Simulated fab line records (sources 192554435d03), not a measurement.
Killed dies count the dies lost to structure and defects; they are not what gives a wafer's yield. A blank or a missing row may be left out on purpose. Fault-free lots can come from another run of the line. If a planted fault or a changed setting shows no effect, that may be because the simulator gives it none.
Matching of chambers -- flow n5-finfet -- 3 sister chambers for N5_BEOL_M3_CO_CAP_55 on cvd-co-01
The step material Co, precursor CCTBA/H2, target thk 2 nm, time 102.1 s. 3 wafers are shown with their chamber, then 12 later ones without.

== WAFERS WITH THEIR CHAMBER ==
wafer,chamber,heater-power-w (W)
L090.6,1,242
L091.2,2,225
L091.3,0,231

== WAFERS WITH NO CHAMBER GIVEN ==
wafer,heater-power-w (W)
L091.4,223
L091.5,232
L091.6,226
L092.2,227
L092.4,223
L092.6,227
L093.2,231
L093.5,235
L093.6,224
L096.2,225
L096.3,229
L096.4,227

== WHICH CHAMBER EACH ONE RAN IN ==
wafer,from the rows above,in truth
L091.4,2,2
L091.5,0,0
L091.6,2,2
L092.2,can't be placed: 2 or 0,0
L092.4,2,2
L092.6,can't be placed: 2 or 0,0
L093.2,0,0
L093.5,can't be placed: 0 or 1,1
L093.6,2,2
L096.2,2,2
L096.3,can't be placed: 0 or 2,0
L096.4,can't be placed: 2 or 0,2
Placed correctly: 7 of 12. Can't be placed from these rows: 5 (the true chamber is among the candidates in 5). Wrongly placed: 0.
How it was worked out, from the rows above alone: a wafer's distance from a chamber is the root of the sum, over the readings, of the square of ((its reading less the chamber's mean) divided by the reading's scatter). The wafer belongs to the nearest chamber; if the next one is less than 2 further off, it can't be placed. For every chamber, the mean is computed from those of its wafers that are shown. The scatter: with one shown wafer a chamber, the root of the mean of the squares of how far each hidden wafer lies from its nearest shown one.
